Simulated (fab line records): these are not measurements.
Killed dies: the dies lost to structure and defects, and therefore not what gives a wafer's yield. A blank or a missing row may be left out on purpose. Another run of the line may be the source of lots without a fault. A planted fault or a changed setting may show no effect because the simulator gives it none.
fab line records	flow n5_finfet
record lots=5	wafers=15	last_day=20
route steps=1938 shown SDB@362 DUMMY_REMOVAL@377 BEOL_M4@1111 PASSIVATION@1936
lots untouched by any fault: they come from a run of this same line in which no faults occurred
start_h: start of the lot's first displayed wafer, in hours after the record's first day	wait_h: hours since the lot's step before	" same as the row above	L1.1+2: one row covering several wafers at once	- no value present, or no start provided	* or withheld: withheld	< > ~ a bound
route shown NAME@n: names a module that has steps shown in the file, with the first one's number in the route	usual: the fault-free wafers' mean and standard deviation	same: alike in all rows	chamber/n: place in a boat	sites: per-site readings	_std_site: the values' standard deviation	_edge_site: the outer-site mean with the inner-site mean subtracted	radius_mm: for every site, how far away it sits from the centre of the wafer	mask NAME#n: copy n	behind: the last tool/chamber to shape the wafer	hold: why the lot was held/for how many hours/how that ended	device: transistor that didn't switch, given as n, p or np	end of line: tests of these same wafers at the route's end	a step without rows: its recipe alone	killed: the dies lost at the first sort to structure and to defects; this is not the yield of the wafer	map: a wafer's dies, marking killed ones x, the rest . and places with no die _
set.NAME: the setting that was run; set.NAME@STEP: the one run at that earlier step	model.NAME: the simulator's own value behind a step, which no gauge read
certain route steps with their lots: each step a table, each wafer a row
services: the hour from which a tool's chamber was out of use, counted from the record's first day as start_h (under 0 if before that day), plus the number of hours and why
## steps
# step N5_SDB_STRIP_19
# recipe chemistry=N2/H2	temp_c=40	n2_flow_sccm=200	h2_flow_sccm=200	rf_frequency_hz=6e+07
# step N5_SDB_STRIP_21
# recipe chemistry=CF4	resist=SiARC	power_w=300	bias_power_w=75	pressure_mtorr=50	cf4_flow_sccm=150	rf_frequency_hz=6e+07
# usual drypump_motor_current_A=5.8/0.43	oes_product_au=0.78/0.059	power_w=300.1/0.93	rf_vpp_V=271.7/1.3	showerhead_plenum_p_Torr=1.82/0.047	throttle_valve_pct=13.60/0.22
lot.wafer	tool	chamber	start_h	wait_h	drypump_motor_current_A	oes_product_au	power_w	rf_hours_counter_h	rf_vpp_V	showerhead_plenum_p_Torr	throttle_valve_pct
L500.1	rie_diel-06	1	98.52	0.0	5.7	0.86	301.0	45	270.9	1.82	13.52
L500.2	"	3	"	"	5.9	0.77	299.4	120	270.3	1.80	13.47
L500.4	"	0	"	"	6.0	0.75	300.7	162	271.8	1.79	13.79
L505.3	rie_diel-06	0	125.37	0.0	5.9	0.74	301.8	171	270.1	1.79	13.81
L505.5	"	2	"	"	5.0	0.73	299.5	-	273.0	1.87	13.51
L505.6	"	1	"	"	5.7	0.85	300.5	-	271.0	1.82	13.56
L507.2	rie_diel-01	1	142.29	0.0	5.7	0.82	300.6	77	272.0	1.80	13.46
L507.3	"	0	"	"	5.7	0.84	299.5	61	273.7	1.88	13.53
L507.5	"	2	"	"	6.3	0.85	298.9	-	271.0	1.75	13.60
L513.3	rie_diel-04	3	188.33	0.0	6.5	0.74	301.6	186	271.9	1.85	13.49
L513.4	"	2	"	"	5.4	0.70	298.2	202	272.5	1.85	14.07
L513.6	"	2	"	"	5.4	0.71	300.0	-	272.6	1.85	14.06
L515.2	rie_diel-04	2	234.21	0.0	5.4	0.69	301.4	211	272.8	1.84	14.10
L515.3	"	3	"	"	6.5	0.74	299.9	195	273.3	1.85	13.50
L515.6	"	3	"	"	6.5	0.73	299.7	-	273.1	1.85	13.50
# step N5_SDB_HM_OPEN_20
# recipe chemistry=CH3F/O2	target=SiNx	mask_material=SOC	target_depth_a=240	stop_on=poly-Si	over_etch_frac=0.4	ion_energy_ev=120	pressure_mtorr=30	source_w=395	bias_w=73	Ar_flow_sccm=150	CH3F_flow_sccm=30	O2_flow_sccm=20
# usual bias_w=73.01/0.26	drypump_motor_current_A=5.8/0.43	oes_ar_750_au=0.79/0.06	oes_product_au=0.65/0.05	rf_vpp_V=298/4.2	showerhead_plenum_p_Torr=2.03/0.055	throttle_valve_pct=16.35/0.22
lot.wafer	tool	chamber	start_h	wait_h	bias_w	drypump_motor_current_A	oes_ar_750_au	oes_product_au	rf_hours_counter_h	rf_vpp_V	showerhead_plenum_p_Torr	throttle_valve_pct
L500.1	rie_diel-06	1	98.54	0.0	72.46	5.7	0.87	0.70	45	303	2.03	16.29
L500.2	"	3	"	"	73.30	5.9	0.78	0.62	120	297	2.01	16.27
L500.4	"	0	"	"	72.94	5.9	0.76	0.62	162	291	1.99	16.49
L505.3	rie_diel-06	0	125.39	0.0	73.04	5.9	0.75	0.61	171	292	1.99	16.49
L505.5	"	2	"	"	72.72	5.1	0.74	0.61	-	300	2.08	16.22
L505.6	"	1	"	"	72.84	5.7	0.85	0.70	-	303	2.03	16.32
L507.2	rie_diel-01	1	142.31	0.0	72.64	5.7	0.83	0.67	77	298	2.03	16.29
L507.3	"	0	"	"	72.58	5.7	0.84	0.69	61	302	2.11	16.32
L507.5	"	2	"	"	73.12	6.2	0.86	0.72	-	294	1.95	16.43
L513.3	rie_diel-04	3	188.35	0.0	72.91	6.4	0.74	0.61	186	302	2.07	16.19
L513.4	"	2	"	"	73.14	5.4	0.71	0.59	202	302	2.06	16.81
L513.6	"	2	"	"	73.11	5.4	0.71	0.59	-	299	2.06	16.82
L515.2	rie_diel-04	2	234.23	0.0	72.97	5.4	0.70	0.56	211	302	2.06	16.85
L515.3	"	3	"	"	73.07	6.5	0.74	0.60	195	303	2.07	16.20
L515.6	"	3	"	"	73.25	6.5	0.74	0.61	-	303	2.07	16.21
# step N5_SDB_STRIP_22
# recipe chemistry=N2/H2	power_w=1000	temp_c=250	h2_frac=0.65	overash_fraction=0.3	pressure_mtorr=withheld	n2_flow_sccm=1750	h2_flow_sccm=3250
# step N5_SDB_PRECLEAN_23
# recipe chemistry=dHF	time_s=30	temp_c=25	dilution=withheld
# step N5_SDB_DUMMY_REMOVE_24
# recipe chemistry=TMAH	temp_c=70	target=poly-Si	stop_on=SiO2	target_depth_nm=142	conc_wt_pct=5	time_s=57	dry=ipa_marangoni	rinse_time_s=30	rinse_temp_c=23
# step N5_SDB_ETCH_25
# recipe chemistry=C4F6/O2	target=SiO2	target_depth_a=100	time_s=3.3	ion_energy_ev=250	mask_material=SiNx	pressure_mtorr=30	source_w=345	bias_w=185	Ar_flow_sccm=300	C4F6_flow_sccm=10	O2_flow_sccm=10
# usual bias_w=185.0/0.52	drypump_motor_current_A=5.7/0.43	oes_ar_750_au=0.79/0.058	oes_product_au=0.79/0.062	rf_vpp_V=668/9.2	showerhead_plenum_p_Torr=2.89/0.071	throttle_valve_pct=21.17/0.24
lot.wafer	tool	chamber	start_h	wait_h	bias_w	drypump_motor_current_A	oes_ar_750_au	oes_product_au	rf_hours_counter_h	rf_vpp_V	showerhead_plenum_p_Torr	throttle_valve_pct
L500.1	rie_diel-06	1	98.85	0.0	185.5	5.8	0.87	0.88	45	680	2.89	21.20
L500.2	"	3	"	"	185.8	5.9	0.78	0.78	120	662	2.86	21.13
L500.4	"	0	"	"	185.1	6.0	0.75	0.75	162	654	2.83	21.28
L505.3	rie_diel-04	2	125.69	0.0	184.3	5.4	0.73	0.71	182	672	2.93	21.59
L505.5	"	1	"	"	183.8	5.3	0.83	0.83	-	658	2.87	20.78
L505.6	"	2	"	"	184.8	5.4	0.72	0.72	-	674	2.93	21.60
L507.2	rie_diel-01	3	142.61	0.0	185.7	5.6	0.78	0.78	127	668	2.87	21.36
L507.3	"	0	"	"	185.3	5.7	0.83	0.85	61	677	2.99	21.17
L507.5	"	0	"	"	185.3	5.7	0.84	0.85	-	678	2.99	21.20
L513.3	rie_diel-06	0	188.65	0.0	186.1	5.9	0.74	0.74	187	652	2.82	21.33
L513.4	"	1	"	"	185.1	5.7	0.84	0.84	69	679	2.88	21.22
L513.6	"	1	"	"	185.5	5.8	0.84	0.84	-	680	2.88	21.22
L515.2	rie_diel-06	0	234.53	0.0	185.3	5.9	0.73	0.72	195	653	2.81	21.35
L515.3	"	3	"	"	185.7	5.9	0.75	0.75	153	662	2.85	21.17
L515.6	"	0	"	"	185.2	6.0	0.73	0.72	-	652	2.81	21.32
# step N5_SDB_CUT_ETCH_26
# recipe chemistry=HBr/Cl2/O2	target=Si	target_depth_a=1296	bt_time_s=20	mask_material=SiNx	time_s=51.8	ion_energy_ev=*	bias_w=*	pressure_mtorr=10	icp_w=800	HBr_flow_sccm=150	Cl2_flow_sccm=80	O2_flow_sccm=12
# step N5_SDB_PRECLEAN_38
# recipe chemistry=dHF	time_s=10	dilution=750:1	temp_c=25
# step N5_SDB_PRECLEAN_39
# recipe chemistry=O3/DIW	time_s=45	temp_c=22	o3_ppm=10
# step N5_SDB_SRD_28
# recipe dry=ipa_marangoni	time_s=30	temp_c=23	rinse_liquid=diw
# step N5_SDB_ALD_29
# recipe material=SiNx	target_thk_a=300	temp_c=400	ald_precursor_family=SiH2I2	ald_co_reactant=N2/H2-plasma	pulse_time_s=1	ald_cycles=600	purge_time_s=2	co_reactant_purge_time_s=2	pressure_torr=2
# step N5_SDB_CMP_30
# recipe stop_on=poly-Si	t_overpolish_s=1.54	post_cmp_clean=alkaline_brush	down_force_psi=4.1491	platen_rpm=51.796	pad_velocity_m_s=1.0306	target_thk_nm=30
# usual motor_current_A=12.3/0.78	overpolish_run_s=1.540/0.0097	pad_life_wafers=993/660	time_to_endpoint_s=18.2/2.3
lot.wafer	tool	chamber	start_h	wait_h	motor_current_A	overpolish_run_s	pad_life_wafers	time_to_endpoint_s
L500.2	cmp-01	1	101.87	1.4	13.0	1.530	954	14.0
L500.4	"	2	"	"	12.6	1.547	955	17.6
L500.1	"	3	"	"	10.8	1.535	956	16.8
L505.3	cmp-04	1	128.77	1.5	13.3	1.531	1982	17.3
L505.6	"	3	"	"	13.4	1.536	-	14.5
L505.5	"	0	"	"	12.3	1.535	-	18.5
L507.2	cmp-01	3	145.89	1.4	10.5	1.547	1344	13.5
L507.3	"	0	"	"	12.0	1.532	1345	17.4
L507.5	"	0	"	"	12.1	1.538	-	16.9
L513.4	cmp-04	3	193.50	1.4	13.1	1.532	198	19.0
L513.3	"	1	"	"	12.9	1.537	200	17.9
L513.6	"	3	"	"	14.3	1.548	-	17.8
L515.2	cmp-02	3	237.82	1.5	11.5	1.529	1166	15.9
L515.3	"	0	"	"	11.4	1.544	1167	16.2
L515.6	"	1	"	"	11.6	1.530	-	15.6
# step N5_SDB_THK_MEAS_31
# recipe reads=a-Si_of_DUMMY_GATE_CVD_03
# usual SDB_THK=64.3/1.1
lot.wafer	tool	chamber	start_h	wait_h	SDB_THK[nm]
L500.1	film_metro-01	-	102.17	-	64.4
L500.2	"	-	"	"	64.1
L500.4	"	-	"	"	65.0
L505.3	film_metro-01	-	128.99	-	67.0
L505.5	"	-	"	"	66.5
L505.6	"	-	"	"	65.7
L507.2	film_metro-01	-	146.19	-	64.7
L507.3	"	-	"	"	65.6
L507.5	"	-	"	"	65.3
L513.3	film_metro-01	-	193.79	-	63.0
L513.4	"	-	"	"	62.5
L513.6	"	-	"	"	61.8
L515.2	film_metro-01	-	238.04	-	63.5
L515.3	"	-	"	"	64.5
L515.6	"	-	"	"	64.5
# step N5_SDB_INSPECT_36
# recipe inspect_instrument=darkfield	mode=post_cmp
# usual raw_defect_count=35/14
lot.wafer	tool	chamber	start_h	wait_h	raw_defect_count
L500.1	defect_inspect-01	-	102.19	0.0	16
L500.2	"	-	"	"	18
L500.4	"	-	"	"	32
L505.3	defect_inspect-01	-	129.01	0.0	21
L505.5	"	-	"	"	59
L505.6	"	-	"	"	23
L507.2	defect_inspect-01	-	146.22	0.0	16
L507.3	"	-	"	"	1357
L507.5	"	-	"	"	1395
L513.3	defect_inspect-01	-	193.82	0.0	31
L513.4	"	-	"	"	21
L513.6	"	-	"	"	23
L515.2	defect_inspect-01	-	238.07	0.0	16
L515.3	"	-	"	"	21
L515.6	"	-	"	"	16
# step N5_DUMMY_REMOVAL_HM_STRIP_01
# recipe chemistry=CH3F/O2	material=SiNx	target_depth_a=40	stop_on=poly-Si	time_s=6.8	over_etch_frac=0.3	ion_energy_ev=60	power_w=410	bias_w=29	Ar_flow_sccm=150	CH3F_flow_sccm=30	O2_flow_sccm=20
# usual bias_w=29.00/0.093	drypump_motor_current_A=5.7/0.3	oes_product_au=0.62/0.058	rf_vpp_V=127.4/1	showerhead_plenum_p_Torr=2.00/0.07	throttle_valve_pct=16.43/0.18
lot.wafer	tool	chamber	start_h	wait_h	bias_w	drypump_motor_current_A	oes_product_au	rf_hours_counter_h	rf_vpp_V	showerhead_plenum_p_Torr	throttle_valve_pct
L500.1	rie_diel-02	3	102.47	0.3	29.04	5.9	0.61	156	127.8	1.92	16.25
L500.2	"	1	"	"	28.98	5.6	0.63	140	127.7	1.92	16.50
L500.4	"	2	"	"	29.11	6.1	0.72	40	127.5	1.96	16.28
L505.3	rie_diel-03	0	129.04	0.0	28.99	5.9	0.68	77	128.9	2.10	16.28
L505.5	"	0	"	"	29.09	5.9	0.67	-	127.7	2.10	16.28
L505.6	"	3	"	"	29.11	5.5	0.59	-	129.3	2.09	16.48
L507.2	rie_diel-02	2	146.25	0.0	29.04	6.0	0.70	55	126.7	1.95	16.30
L507.3	"	3	"	"	28.96	5.9	0.60	171	126.9	1.91	16.27
L507.5	"	0	"	"	29.01	4.8	0.56	-	127.6	2.05	16.64
L513.3	rie_diel-02	2	193.85	0.0	28.95	6.1	0.69	64	127.0	1.95	16.33
L513.4	"	1	"	"	29.07	5.6	0.61	-	126.4	1.91	16.53
L513.6	"	2	"	"	28.89	6.1	0.68	-	126.5	1.95	16.31
L515.2	rie_diel-02	0	238.14	0.1	29.16	4.8	0.78	8	128.0	2.04	16.18
L515.3	"	1	"	"	28.84	5.6	0.60	168	126.0	1.91	16.55
L515.6	"	1	"	"	28.89	5.6	0.60	-	125.9	1.91	16.54
# step N5_DUMMY_REMOVAL_STRIP_10
# recipe chemistry=N2/H2	time_s=40	power_w=100	temp_c=40	pressure_mtorr=100	rf_frequency_hz=6e+07	bias_power_w=3	n2_flow_sccm=300	h2_flow_sccm=300
# usual drypump_motor_current_A=5.75/0.3	oes_product_au=0.77/0.075	rf_vpp_V=45.3/0.99	showerhead_plenum_p_Torr=3.37/0.12	throttle_valve_pct=12.34/0.19
lot.wafer	tool	chamber	start_h	wait_h	drypump_motor_current_A	oes_product_au	rf_hours_counter_h	rf_vpp_V	showerhead_plenum_p_Torr	throttle_valve_pct
L500.1	rie_diel-02	3	102.51	0.0	5.90	0.74	156	43.3	3.25	12.24
L500.2	"	1	"	"	5.61	0.76	140	47.2	3.25	12.40
L500.4	"	2	"	"	6.05	0.89	40	46.2	3.30	12.09
L505.3	rie_diel-03	0	129.08	0.0	5.99	0.83	77	45.0	3.56	12.25
L505.5	"	0	"	"	5.98	0.83	-	46.5	3.56	12.25
L505.6	"	3	"	"	5.55	0.73	-	45.2	3.51	12.31
L507.2	rie_diel-02	2	146.28	0.0	6.07	0.88	55	45.9	3.29	12.12
L507.3	"	3	"	"	5.94	0.74	171	45.9	3.24	12.30
L507.5	"	0	"	"	4.81	0.69	-	43.6	3.45	12.61
L513.3	rie_diel-02	2	193.89	0.0	6.08	0.86	64	46.8	3.29	12.13
L513.4	"	1	"	"	5.61	0.74	-	44.1	3.24	12.46
L513.6	"	2	"	"	6.05	0.85	-	44.2	3.29	12.13
L515.2	rie_diel-02	0	238.18	0.0	4.83	0.98	8	46.4	3.45	12.01
L515.3	"	1	"	"	5.62	0.75	168	44.1	3.24	12.47
L515.6	"	1	"	"	5.62	0.74	-	45.5	3.24	12.47
# step N5_DUMMY_REMOVAL_PRECLEAN_07
# recipe chemistry=dHF	time_s=30	temp_c=25	dilution=withheld
# step N5_DUMMY_REMOVAL_DUMMY_REMOVE_02
# recipe chemistry=TMAH	temp_c=70	target=poly-Si	stop_on=SiO2	target_depth_nm=142	conc_wt_pct=5	time_s=57	dry=ipa_marangoni	rinse_time_s=30	rinse_temp_c=23
# step N5_DUMMY_REMOVAL_INSPECT_06
# recipe inspect_instrument=brightfield	mode=aei
# usual raw_defect_count=12/5
lot.wafer	tool	chamber	start_h	wait_h	raw_defect_count
L500.1	defect_inspect-01	-	102.67	0.0	10
L500.2	"	-	"	"	9
L500.4	"	-	"	"	8
L505.3	defect_inspect-01	-	129.25	0.0	11
L505.5	"	-	"	"	8
L505.6	"	-	"	"	9
L507.2	defect_inspect-02	-	146.45	0.0	14
L507.3	"	-	"	"	1345
L507.5	"	-	"	"	1348
L513.3	defect_inspect-01	-	194.05	0.0	21
L513.4	"	-	"	"	13
L513.6	"	-	"	"	7
L515.2	defect_inspect-02	-	238.34	0.0	10
L515.3	"	-	"	"	13
L515.6	"	-	"	"	7
# step N5_DUMMY_REMOVAL_PRECLEAN_08
# recipe chemistry=NF3:NH3	afs_cycles=2	temp_c=30	time_s=20	sublimation_temp_c=180	sublimation_time_s=60	pressure_torr=3	rf_power_w=30
# step N5_BEOL_M4_RC_MEAS_101
# usual DIBL_N=36.5/1.2	DIBL_P=36.5/1.6	IOFF_N=0.162/0.023	IOFF_P=0.221/0.03	ION_N=678/8	ION_P=466/6.3	SS_N=71.6/0.46	SS_P=73.3/0.57	VT_N=249.2/2.6	VT_P=-249/3.3
lot.wafer	tool	chamber	start_h	wait_h	DIBL_N[mV/V]	DIBL_P[mV/V]	IOFF_N[nA/um]	IOFF_P[nA/um]	ION_N[uA/um]	ION_P[uA/um]	SS_N[mV/dec]	SS_P[mV/dec]	VT_N[mV]	VT_P[mV]
L500.1	prober-02	0	251.10	0.0	37.5	38.4	0.179	0.268	684	474	71.4	73.6	247.0	-245
L500.2	"	0	"	"	36.0	37.3	0.151	0.246	678	475	71.7	73.4	249.6	-247
L500.4	"	0	"	"	34.8	36.4	0.146	0.226	674	478	71.9	73.6	246.5	-246
L505.3	prober-01	0	266.31	0.3	38.2	38.9	0.199	0.260	687	467	71.7	74.9	245.0	-247
L505.5	"	0	"	"	37.3	37.8	0.168	0.229	671	458	71.9	73.2	252.6	-250
L505.6	"	0	"	"	36.4	37.0	0.165	0.218	676	468	71.7	73.2	248.3	-251
L507.2	prober-02	0	290.19	0.2	35.9	34.8	0.150	0.224	678	462	71.0	73.1	249.4	-245
L507.3	"	0	"	"	37.8	37.7	0.188	0.274	684	474	72.2	73.4	244.4	-243
L507.5	"	0	"	"	37.1	36.9	0.181	0.263	682	472	72.4	73.9	244.9	-245
L513.3	prober-01	0	324.04	0.3	37.6	41.0	0.226	0.292	692	478	72.8	73.8	243.8	-244
L513.4	"	0	"	"	34.6	37.4	0.157	0.224	685	474	71.3	73.6	246.7	-248
L513.6	"	0	"	"	34.3	36.7	0.150	0.209	679	464	72.0	72.6	247.5	-249
L515.2	prober-01	0	364.69	0.2	38.4	36.8	0.175	0.215	679	463	72.2	73.7	247.2	-250
L515.3	"	0	"	"	36.3	34.5	0.132	0.182	666	456	71.5	73.0	251.7	-253
L515.6	"	0	"	"	36.9	35.7	0.151	0.199	680	465	71.8	73.7	248.9	-250
# step N5_PASSIVATION_PROBE_49
# usual defect_limited_yield=91.2/1.3	killed_at_M0_to_M3=34/9.2	killed_at_M4_up=14/5	killed_at_contacts=13/6.7	killed_at_front_end=39/12	killed_at_other=4/3.3	killed_dies=104/15	killed_on_rim=14/3.7	killed_open=68/12	killed_short=34/7.5	sort_bin_5_function=5.2/0.87	sort_bin_6_memory=3.3/0.63	sort_n_pass=1076/15	sort_yield_pct=91.2/1.3
# same gross_dies=1180	killed_at_back_side=0	sort_bin_4_leakage[%]=0	sort_bin_8_speed[%]=0
lot.wafer	tool	chamber	start_h	wait_h	defect_limited_yield[%]	killed_at_M0_to_M3	killed_at_M4_up	killed_at_contacts	killed_at_front_end	killed_at_other	killed_dies	killed_on_rim	killed_open	killed_short	sort_bin_5_function[%]	sort_bin_6_memory[%]	sort_n_pass	sort_yield_pct[%]
L507.3	prober-02	-	392.60	0.1	30.0	21	9	5	789	2	826	109	43	21	46.9	16.9	354	30.0
L507.5	prober-02	-	392.70	0.2	30.5	22	9	4	783	2	820	102	51	19	45.2	18.6	360	30.5
# killed by level:class
L507.3 SDB:unspecified=762 FIN_SAQP:geometric_particle:open=7 BEOL_M1:geometric_particle:open=6 STI_FIN_REVEAL:geometric_particle:open=5 BEOL_M0_SAQP:geometric_particle:short=5 FIN_SAQP:geometric_particle:short=4 MOL_CONTACT_COAG:geometric_particle:open=4 BEOL_M0_SAQP:geometric_particle:open=3
L507.5 SDB:unspecified=750 FIN_SAQP:geometric_particle:open=13 BEOL_M3:geometric_particle:open=8 DUMMY_GATE:geometric_particle:open=5 BEOL_M0_SAQP:geometric_particle:short=5 BEOL_M0_SAQP:geometric_particle:open=5 STI_FIN_REVEAL:geometric_particle:open=4 MOL_CONTACT_COAG:geometric_particle:open=4
# map L507.3 (x killed, . not)
_________________xxxxx.xxx.xx________________
______________x.x..xxx.xxx.x.xx._____________
___________xxxx...xxx.x...x.x..xxxx__________
__________xxx.xxx.xxxx.xx.xx.xxxx.xx_________
________x...xx.xxxxx.xxxxxx.xxxxxxxxx._______
_______x.xx.xxxxxx..x.xx.xxxxxxx.x...x.______
______.xx.x.x.xx.xxx.xx.x.x..xx..xx..xxx_____
_____.xxx..xx..xxxx..xxxxxxx.xxxx.x.x.xx.____
____.xxx.xx..xxxxx.xxxx..x.x.xxxxxxxxxxxx.___
___xxxxxxx..x.xx.x.x.x.xxxx.x..xxx.x.xxx.x.__
___xxxx.xx.xx.xxx.x..x.xxxxxxx.xx..xx..xxxx__
__xxxxxxxxx..xxxxxxx.x.x.xxx.x.xx..xxxxxxx.x_
__x.xxxx..xxxxx.x....x.xxxx.xxx..xx..x.x.xxx_
_xxx.x.xx.x.xxxxx.x.xx.x.xxxxxxxxxxxxxxxxxxx.
_x.xx.xx...xx..xxxxxxxxxx..xxxxxxx.x.xxxx.xxx
_.x.xxxxxx..xxxxxxxxxxx.xx.xx...x.xx.x.xxx.x.
_.xxxxxx..xx...xx..xxx.xx..x.xxx.xxx.x.xxxxxx
_x.xx.xx.xxx.xxxxxxxx..xx.xxxxxx.x.x.x.x.xxx.
_x.x..xxxxxxxxx.x.x..xxxxxxxxxxxx..xx.xx.xx..
_.x.xxxxxxx.xx....xxxx.xx..xxx.x..xxxx.xxxx..
_.xx.x...x..x.x.x.x.xxxxxxx.x..xxxx..xxxxx.x.
__xxx...xxxxx.xx.xx.xxxxxx.xxxx.xxxx.xxxxxxx_
__xxxxx.x.xxx.xxxx.....x.xx.x.xxx.x.xxx.xx.x_
___xxxx.x.xx.x.xx.xxxx..xxxxxxxx.xxxx.xx.xx__
___xxxxxxxxxxxxxxxxxxx..x.xx.xxx..xxx.x.xxx__
____xxxx.xxx.xxx...x.xxxxxxxx.xx.xxxxxxxx.___
_____.xxx.xx.x...x..x...xxx..xxxxxxx.xxxx____
______xx.x..xx.xxxx..xxxxxxxxxxxx.xxxx.._____
_______xxxxx..xxxx.x.xxxxxxx.....xxxx..______
________x..xxxxxxxxxxx.xxxx...xx..xxxx_______
__________xxxxxx.x.xx.xxx.xxxxxxxxx._________
___________xxxx.xx.....xxxxxxx.x.x.__________
______________x.xx.x.xxx.xxx.xxx_____________
_________________xx.xxxxxxxxx________________
# map L500.1 (x killed, . not)
_________________..x.........________________
______________x................._____________
___________........................__________
__________......x.x.........xx......_________
________.................x............_______
_______.....x.....................x....______
______.x.x.........x.x..x...x..........._____
_____....................................____
____...x................x.x...............___
___...x..............x........x..........x.__
___......x......x....x.....x...x.......x...__
__................xx.............x.........._
__...xx.....x....x.x.........x............x._
_.................x..........................
_...x.....x....................x..x..........
_.....x......x.x.............x.............x.
_.............x...........x..................
_......................x..............x..x...
_x........................x..............x...
_...x...........x............x...............
_......x....x............................x...
__............................x......x......_
__....x..........................x.........._
___..x.......x.........x.x.........x..x....__
___x.........x...........x..........x......__
____...x.........x.................x...x..___
_____...x..x..x........x........x...x..x.____
______.....x..............x........x...._____
_______..x...............x.............______
________.x........x...........x..xx..._______
__________........x.x..............._________
___________...x.x..............x...__________
______________xx.......xx......._____________
_________________....x.......________________
## services
tool	chamber	start_h	hours	kind
cmp-02	-	77.75	3.5	repair
rie_diel-04	1	106.06	2.9	repair
rie_diel-02	1	107.68	15.5	repair
rie_diel-02	2	107.69	2.9	repair
cmp-04	-	123.36	5.2	pm
rie_diel-04	0	124.52	-	clean
cmp-01	-	127.61	1.6	repair
cmp-04	-	136.81	1.7	repair
cmp-04	-	149.20	4.0	pm
rie_diel-02	-	151.09	15.6	pm
rie_diel-06	-	152.62	0.9	repair
cmp-02	-	160.77	1.0	repair
rie_diel-01	0	161.28	4.4	repair
rie_diel-02	0	173.56	-	clean
rie_diel-02	0	173.56	-	consumable_replace:focus_ring
rie_diel-02	0	173.56	25.7	scheduled_down
rie_diel-02	0	173.56	25.7	vent_cycle
cmp-01	-	178.10	2.4	repair
rie_diel-01	1	187.71	6.8	repair
cmp-02	-	204.15	0.5	repair
cmp-04	-	211.44	3.1	repair
rie_diel-06	1	214.42	9.5	repair
cmp-01	-	232.38	5.4	pm
rie_diel-01	-	234.77	2.8	pm
## key
first_sign step=N5_SDB_INSPECT_36	reading=raw_defect_count	direction=up	sigmas=96	usual=35	struck=1376
effect step=N5_DUMMY_REMOVAL_INSPECT_06	reading=raw_defect_count	direction=up	sigmas=99+	usual=12	struck=1346
effect step=N5_PASSIVATION_PROBE_49	reading=killed_at_front_end	direction=up	sigmas=61	usual=39	struck=786
more_kills_born_at N5_SDB_CMP_30@cmp-01=1512
met_at N5_SDB_CMP_30
struck_wafers L507.3,L507.5
fault kind=chamber_particle_source	tool=cmp-01	chamber=0	onset_h=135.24	steps=N5_SDB_CMP_30	rate_per_visit_cm2=2.1131	end_h=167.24
